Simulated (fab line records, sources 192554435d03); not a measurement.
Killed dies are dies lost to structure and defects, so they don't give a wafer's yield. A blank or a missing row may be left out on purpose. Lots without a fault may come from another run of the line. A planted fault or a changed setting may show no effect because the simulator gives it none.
Which tool did it? | flow n5_finfet | 12 lots, 36 wafers sampled, at 1 step of a route of 1938

WHAT THE GAUGES READ, wafer by wafer
N5_BEOL_M11_OVL_MEAS_29.
lot  | measured     | on         | V10_OVL (nm)
L076 | day 11 07:00 | overlay-02 | 0.3 0.1 -0.4
L075 | day 11 16:58 | overlay-02 | 0.0 0.5 0.0
L080 | day 12 21:37 | overlay-01 | -0.4 -0.2 0.1
L079 | day 13 04:31 | overlay-01 | 1.1 0.4 -0.4
L083 | day 13 06:47 | overlay-02 | 1.6 0.8 1.6
L084 | day 14 06:35 | overlay-02 | 0.1 -1.0 -0.1
L088 | day 14 11:19 | overlay-01 | 0.5 1.2 0.8
L089 | day 14 14:50 | overlay-01 | -0.3 0.5 0.7
L091 | day 15 05:19 | overlay-02 | 0.4 0.3 0.5
L093 | day 16 04:25 | overlay-01 | 0.2 -0.8 -0.5
L094 | day 16 21:32 | overlay-01 | 0.5 1.3 0.3
L097 | day 17 17:19 | overlay-01 | -0.5 -1.3 -0.5

WHICH TOOL RAN EACH LOT (tool, then ch and the chambers of the sampled wafers, then the start)
The record holds no process step before these readings.

THE ANSWER, worked out from the rows above alone
Rule: what is usual is taken from the lots themselves. Put in order of their means at a reading, lots are off if they are a third of the lots or fewer, leave a main group of 4 or more, and stand apart from it by a gap of 3 or more times the standard deviation of the main group's means; of several such gaps the widest counts. A main group whose means are all the same, to the digits that the tables above print for the reading, isn't used. A lot without any number at a reading at which 4 lots or more have one is off too. The other lots that the step has rows for count as sound.
No lot is off at any reading shown: from this, nothing can be told.

WHAT THE SIMULATOR HAD PUT IN
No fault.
